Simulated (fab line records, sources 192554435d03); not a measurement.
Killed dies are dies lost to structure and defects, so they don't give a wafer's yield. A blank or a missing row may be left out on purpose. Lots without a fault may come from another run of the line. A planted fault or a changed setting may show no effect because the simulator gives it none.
fab line records | flow n5_finfet | part 2 of 2: steps 20 to 28 of 28
record lots=5 wafers=15 last_day=17
route steps=1938 shown MOL_CONTACT_COAG@520
lots that met no fault: from a run of the same line without faults
start_h: hours from the record's first day to the start of the lot's first wafer shown | wait_h: hours since the lot's step before | " the same as in the row above | L1.1+2: a row that stands for several wafers | - no value, or no start given | * or withheld: withheld | < > ~ a bound
route shown NAME@n: a module of which the file shows steps, and the number in the route of the first | usual: mean/standard deviation of fault-free wafers | same: alike in all rows | chamber/n: place in a boat | sites: the reading at each site | _std_site: their standard deviation | _edge_site: outer sites' mean less inner sites' | radius_mm: how far each site lies from the wafer's centre | mask NAME#n: copy n | behind: the tool/chamber that last shaped the wafer | hold: why the lot was held/for how many hours/how that ended | device: the transistor (n, p or np) that didn't switch | end of line: the same wafers' tests at the end of the route | a step without rows: its recipe alone | killed: dies lost to structure and defects at the first sort, not the wafer's yield | map: a wafer's dies, x killed, . not, _ none there
set.NAME: the setting as run; set.NAME@STEP: as run at that earlier step | model.NAME: the simulator's own value behind a step, which no gauge read
lots at some steps of the route; a table a step, a row a wafer
services: from which hour (start_h, from the record's first day; less than 0 if before it) a tool's chamber was out of use, for how many hours, and why
## steps
# step N5_MOL_CONTACT_COAG_STRIP_98
# recipe chemistry=N2/H2 power_w=500 temp_c=40 pressure_mtorr=50 rf_frequency_hz=6e+07 overash_fraction=0.3 bias_power_w=8 h2_frac=0.5 n2_flow_sccm=300 h2_flow_sccm=300
# usual bias_power_w=7.998/0.026 drypump_motor_current_A=5.7/0.48 oes_product_au=0.79/0.081 rf_vpp_V=54.4/1.5 showerhead_plenum_p_Torr=3.40/0.12 throttle_valve_pct=19.0/0.37
# columns lot.wafer tool chamber start_h wait_h bias_power_w drypump_motor_current_A oes_product_au rf_hours_counter_h rf_vpp_V showerhead_plenum_p_Torr throttle_valve_pct
L079.2 rie_diel-06 0 117.74 0.0 8.029 5.8 0.98 2 53.8 3.30 18.7
L079.4 " 2 " " 8.000 5.5 0.76 - 54.7 3.49 19.3
L079.6 " 0 " " 7.983 5.8 0.97 - 52.7 3.31 18.7
L084.2 rie_diel-06 0 147.89 0.0 7.965 5.7 0.94 14 53.3 3.30 18.7
L084.4 " 2 " " 7.999 5.5 0.75 166 56.0 3.48 19.3
L084.5 " 3 " " 7.993 6.4 0.78 - 53.1 3.38 19.7
L085.1 rie_diel-01 3 158.03 0.0 8.009 6.2 0.78 120 56.4 3.51 19.0
L085.3 " 2 " " 8.008 5.0 0.69 230 54.8 3.45 19.3
L085.4 " 0 " " 8.045 5.7 0.73 170 54.2 3.21 19.2
L088.1 rie_diel-02 2 169.09 0.0 7.998 6.1 0.78 106 53.2 3.52 18.9
L088.4 " 3 " " 7.948 5.9 0.76 - 52.2 3.24 18.6
L088.6 " 1 " " 7.998 6.5 0.71 - 53.5 3.47 19.1
L096.2 rie_diel-01 2 219.22 0.0 7.984 5.0 0.68 246 53.8 3.44 19.3
L096.5 " 3 " " 8.026 6.3 0.75 - 56.1 3.50 19.1
L096.6 " 0 " " 7.998 5.6 0.71 - 55.1 3.20 19.3
# step N5_MOL_CONTACT_COAG_CD_MEAS_99
# recipe target_cd_nm=17.2 polarity=opening
# usual cd_nm=17.28/0.28
# columns lot.wafer tool chamber start_h wait_h cd_nm
L079.2 cd_sem-01 - 117.81 - 17.83
L079.4 " - " " 17.69
L079.6 " - " " 17.09
L084.2 cd_sem-02 - 147.96 - 17.07
L084.4 " - " " 17.22
L084.5 " - " " 16.74
L085.1 cd_sem-01 - 158.10 - 17.02
L085.3 " - " " 16.64
L085.4 " - " " 16.83
L088.1 cd_sem-02 - 169.16 - 17.23
L088.4 " - " " 16.84
L088.6 " - " " 16.94
L096.2 cd_sem-03 - 219.29 - 17.31
L096.5 " - " " 17.26
L096.6 " - " " 17.71
# step N5_MOL_CONTACT_COAG_IMPLANT_129
# recipe species=Ge energy_kev=3 dose_cm2=6e+14 tilt_deg=0 rotation_deg=0
# usual dose_ions_cm2=6e+14/5.5e+11 rotation_deg=-0.010/0.02
# columns lot.wafer tool chamber start_h wait_h dose_ions_cm2 rotation_deg
L079.2 implanter-02 0 117.87 0.1 5.998e+14 -0.064
L079.4 " 0 " " 6e+14 -0.025
L079.6 " 0 " " 5.997e+14 -0.029
L084.2 implanter-02 0 148.02 0.1 5.996e+14 -0.009
L084.4 " 0 " " 5.997e+14 -0.038
L084.5 " 0 " " 5.99e+14 -0.041
L085.1 implanter-01 0 158.13 0.0 6.014e+14 0.014
L085.3 " 0 " " 5.992e+14 -0.004
L085.4 " 0 " " 6.008e+14 0.008
L088.1 implanter-01 0 172.14 3.0 6.01e+14 -0.021
L088.4 " 0 " " 6.002e+14 -0.048
L088.6 " 0 " " 5.996e+14 -0.051
L096.2 implanter-02 0 219.35 0.1 6.002e+14 0.028
L096.5 " 0 " " 6.001e+14 -0.007
L096.6 " 0 " " 6.002e+14 -0.007
# step N5_MOL_CONTACT_COAG_PRECLEAN_111
# recipe chemistry=NF3:NH3 afs_cycles=1 temp_c=30 time_s=20 sublimation_temp_c=180 sublimation_time_s=60 pressure_torr=3 rf_power_w=30
# columns lot.wafer tool chamber start_h wait_h
L079.2+4+6 remote_plasma-01 1 118.09 0.2
L084.2+4+5 remote_plasma-01 0 148.78 0.7
L085.1+3+4 remote_plasma-01 0 158.36 0.2
L088.1+4+6 remote_plasma-01 0 172.36 0.2
L096.2+5+6 remote_plasma-01 1 219.65 0.3
# step N5_MOL_CONTACT_COAG_TI_SIL_19
# recipe material=Ti target_thk_a=42 temp_c=200 chamber_pressure_pa=5 power_w=5000 time_s=15
# usual throttle_valve_pct=30.4/1.2
# columns lot.wafer tool chamber start_h wait_h throttle_valve_pct
L079.2 pvd_sputter-02 - 118.58 0.5 30.9
L079.4 " - " " 30.6
L079.6 " - " " 30.5
L084.2 pvd_sputter-02 - 149.05 0.2 28.4
L084.4 " - " " 30.6
L084.5 " - " " 30.4
L085.1 pvd_sputter-01 - 159.54 1.1 30.2
L085.3 " - " " 29.8
L085.4 " - " " 29.5
L088.1 pvd_sputter-02 - 172.58 0.2 30.6
L088.4 " - " " 30.7
L088.6 " - " " 30.6
L096.2 pvd_sputter-01 - 219.84 0.2 29.8
L096.5 " - " " 30.0
L096.6 " - " " 30.0
# step N5_MOL_CONTACT_COAG_ALD_20
# recipe material=TiN target_thk_a=15 temp_c=400 ald_precursor_family=TiCl4 ald_co_reactant=NH3 pulse_time_s=1 purge_time_s=3 co_reactant_purge_time_s=2 co_reactant_pulse_time_s=2 ald_cycles=68 pressure_torr=3
# usual heater_power_w=933/53 precursor_pulse_height_rel=1.002/0.021
# same ald_cycles=68 co_reactant_pulse_time_s=2
# columns lot.wafer tool chamber start_h wait_h heater_power_w precursor_pulse_height_rel
L079.2 ald_metal-04 1 118.70 0.1 973 1.001
L079.4 " 0 " " 1004 1.041
L079.6 " 3 " " 886 1.017
L084.2 ald_metal-04 3 149.17 0.1 868 0.973
L084.4 " 2 " " 887 0.996
L084.5 " 3 " " 907 0.994
L085.1 ald_metal-04 1 159.66 0.1 965 0.957
L085.3 " 3 " " 874 1.037
L085.4 " 2 " " 917 1.024
L088.1 ald_metal-04 2 172.70 0.1 944 0.967
L088.4 " 2 " " 933 0.993
L088.6 " 0 " " 965 0.998
L096.2 ald_metal-04 1 219.96 0.1 962 0.998
L096.5 " 3 " " 897 1.001
L096.6 " 2 " " 888 1.006
# step N5_MOL_CONTACT_COAG_SIL_ANNEAL_21
# recipe temp_c=550 time_s=60 ambient=N2
# usual lamp_power_pct=5.9/0.54 lamp_zone_2_pct=5.9/0.54 wafer_temp_C_max=551.5/0.42
# columns lot.wafer tool chamber start_h wait_h lamp_power_pct lamp_zone_2_pct wafer_temp_C_max
L079.2 rtp_anneal-01 0 119.10 0.2 5.5 5.5 551.1
L079.4 " 0 " " 5.5 5.5 550.9
L079.6 " 0 " " 5.5 5.5 551.7
L084.2 rtp_anneal-01 0 149.58 0.2 5.5 5.5 551.5
L084.4 " 0 " " 5.5 5.5 551.6
L084.5 " 0 " " 5.5 5.5 551.4
L085.1 rtp_anneal-02 0 160.03 0.2 6.7 6.7 551.6
L085.3 " 0 " " 6.7 6.7 551.7
L085.4 " 0 " " 6.7 6.7 551.8
L088.1 rtp_anneal-01 0 173.26 0.4 5.5 5.5 551.2
L088.4 " 0 " " 5.5 5.5 551.0
L088.6 " 0 " " 5.5 5.5 551.0
L096.2 rtp_anneal-01 0 220.37 0.2 5.5 5.5 551.5
L096.5 " 0 " " 5.5 5.5 551.2
L096.6 " 0 " " 5.5 5.5 551.2
# step N5_MOL_CONTACT_COAG_PRE_CLEAN_141
# recipe gas=H2/He time_s=60 temp_c=300
# usual heater_power_w=426/39
# columns lot.wafer tool chamber start_h wait_h heater_power_w
L079.2 pvd_sputter-02 - 119.62 0.5 410
L079.4 " - " " 455
L079.6 " - " " 423
L084.2 pvd_sputter-02 - 150.43 0.8 464
L084.4 " - " " 416
L084.5 " - " " 426
L085.1 pvd_sputter-03 - 160.69 0.6 443
L085.3 " - " " 373
L085.4 " - " " 428
L088.1 pvd_sputter-02 - 173.47 0.2 436
L088.4 " - " " 416
L088.6 " - " " 455
L096.2 pvd_sputter-01 - 223.00 2.6 351
L096.5 " - " " 436
L096.6 " - " " 352
# step N5_MOL_CONTACT_COAG_SPUTTER_143
# recipe material=Co target_thk_a=25 temp_c=25 chamber_pressure_pa=0.2
# usual throttle_valve_pct=30.5/1.3
# columns lot.wafer tool chamber start_h wait_h throttle_valve_pct
L079.2 pvd_sputter-02 - 119.68 0.0 30.5
L079.4 " - " " 30.3
L079.6 " - " " 30.7
L084.2 pvd_sputter-02 - 150.49 0.0 30.2
L084.4 " - " " 30.6
L084.5 " - " " 30.8
L085.1 pvd_sputter-03 - 160.75 0.0 32.0
L085.3 " - " " 32.7
L085.4 " - " " 30.5
L088.1 pvd_sputter-02 - 173.53 0.0 28.3
L088.4 " - " " 30.9
L088.6 " - " " 30.7
L096.2 pvd_sputter-01 - 223.06 0.0 30.1
L096.5 " - " " 30.0
L096.6 " - " " 30.0
## services
# columns tool chamber start_h hours kind
pvd_sputter-01 - 96.99 3.6 repair
euv_scanner-01 - 100.86 5.8 pm
rie_diel-06 1 112.08 - clean
rie_diel-06 1 112.08 - consumable_replace:focus_ring
rie_diel-06 1 112.08 16.5 scheduled_down
euv_scanner-02 - 116.90 1.0 pm
euv_scanner-02 - 118.08 1.0 repair
rie_diel-06 - 152.14 4.3 pm
euv_scanner-02 - 153.70 12.0 pm
ald_metal-04 - 156.55 0.9 repair
rie_diel-02 - 161.27 0.4 repair
remote_plasma-01 - 163.10 0.2 repair
implanter-02 - 165.29 6.0 repair
euv_scanner-01 - 165.70 1.0 pm
pvd_sputter-03 - 168.44 10.5 repair
implanter-01 - 168.62 3.5 repair
ald_metal-04 3 172.03 16.8 repair
euv_scanner-02 - 173.05 1.0 pm
implanter-01 - 173.48 3.2 pm
rie_diel-01 2 185.30 17.7 repair
rie_diel-02 1 195.81 5.5 repair
rie_diel-02 3 198.03 6.0 repair
euv_scanner-01 - 217.10 1.0 pm
implanter-02 - 220.35 1.9 repair
